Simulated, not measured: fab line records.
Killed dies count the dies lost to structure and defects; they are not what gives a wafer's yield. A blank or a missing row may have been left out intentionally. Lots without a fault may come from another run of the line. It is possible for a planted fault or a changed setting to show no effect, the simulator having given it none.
A lot that was struck, set against a sound lot :: flow nandHarc :: 15 steps out of a route of 1302
Sound: the wafers L376.3, L376.4, L376.6. Struck: wafers L391.1, L391.3, L391.4. The cause is named last.
Order at every step that has rows: each side's tool, ch and its chambers, its first start. Under that, the readings that differ: sound wafers :: struck wafers :: difference of the means :: sigmas: that difference in standard deviations of wafers without a fault.
alike: words and numbers the same on both sides, and readings whose means are apart by under 2 such deviations; not compared: readings that were withheld, readings missing a value for some wafer, numbers with overlapping values and no deviation given by the record, and bounds like >300 which may hide the same value.
Wherever a step has rows on one side only, a row that says differs or no value, or a row with sigmas, the two part there. Numbers that don't overlap but have no deviation are shown without sigmas and don't part them. Lack of a reading on every wafer of one side parts them only where that side has two or more wafers.

first, 4 steps without rows for these wafers: NHARC_THIN_TSV_EBR_29; NHARC_THIN_TSV_EXPOSE_30 (exposes mask PAD); NHARC_THIN_TSV_PEB_31 (peb time 85 s); NHARC_THIN_TSV_DEVELOP_32 (time 70 s).
NHARC_THIN_TSV_CD_MEAS_33: target cd 5000 nm.
  sound on cdSem-03 ch 0, day 24 10:34; struck on cdSem-01 ch 0, day 32 13:28
  alike: cdNm
then, 1 step without rows for these wafers: NHARC_THIN_TSV_HARDBAKE_34 (time 80 s).
NHARC_THIN_TSV_DESCUM_35: chemistry O2, time 3 s.
  sound on rieDiel-10 ch 0,1,2, day 24 10:46; struck on rieDiel-10 ch 0,1,3, day 32 13:38
  alike: drypumpMotorCurrentA, o2FlowSccm, oesProductAu, rfVppV, showerheadPlenumPTorr, throttleValvePct
  not compared: rfHoursCounterH
NHARC_THIN_TSV_ETCH_59: etches the open film in Cl2/BCl3, target depth 880 nm, time 138.1 s.
  sound on rieMetal-01 ch 0,1, day 24 10:56; struck on rieMetal-02 ch 0,1, day 32 13:45
  alike: bcl3FlowSccm, drypumpMotorCurrentA, oesProductAu, throttleValvePct
  not compared: rfHoursCounterH
NHARC_THIN_TSV_ETCH_36: etches the open film in Cl2/BCl3, target depth 65 nm, time 18.571 s.
  sound on rieMetal-01 ch 0,1, day 24 11:08; struck on rieMetal-02 ch 0,1, day 32 14:01
  alike: drypumpMotorCurrentA, oesProductAu
  not compared: rfHoursCounterH
NHARC_THIN_TSV_STRIP_56: strips in O2.
  sound on plasmaAsher-02 ch 0,1, day 24 11:20; struck on plasmaAsher-02 ch 0,1, day 32 14:07
  alike: drypumpMotorCurrentA, heaterPowerW
  not compared: rfHoursCounterH
then, 1 step without rows for these wafers: NHARC_THIN_TSV_STRIP_57 (strips in post etch residue remover, time 1200 s).
NHARC_THIN_TSV_CD_MEAS_37:
  sound on cdSem-01, day 24 12:03; struck on cdSem-01, day 32 14:55
  alike: cdNm
NHARC_THIN_TSV_ANNEAL_58: time 1800 s.
  sound on furnace-02 ch 0, day 24 13:56; struck on furnace-07, day 32 18:07
  no value came back on the struck wafers for runLengthS (s), spikeTcBottomC (C), spikeTcUpperC (C), zonePowerBottomPct (%); on the sound wafers runLengthS (s) reads 1837 1837 1837
NHARC_THIN_TSV_INSPECT_40:
  sound on defectInspect-01, day 24 15:23; struck on defectInspect-01, day 32 19:32
  alike: rawDefectCount
NHARC_END_SORT_01:
  sound on prober-02 ch 0, day 24 20:05; struck on prober-02 ch 0, day 32 22:36
reading: killedAtPeriphery
sound: 12 9 9
struck: 1 4 8
difference: -6
sigmas: -2
  alike: defectLimitedYield, killedAtArray, killedAtOther, killedDies, killedOpen, killedShort

== WHERE THEY PART ==
Last at NHARC_END_SORT_01 as far as this record goes, first at NHARC_THIN_TSV_ANNEAL_58.

WHY: whatever the simulator had introduced
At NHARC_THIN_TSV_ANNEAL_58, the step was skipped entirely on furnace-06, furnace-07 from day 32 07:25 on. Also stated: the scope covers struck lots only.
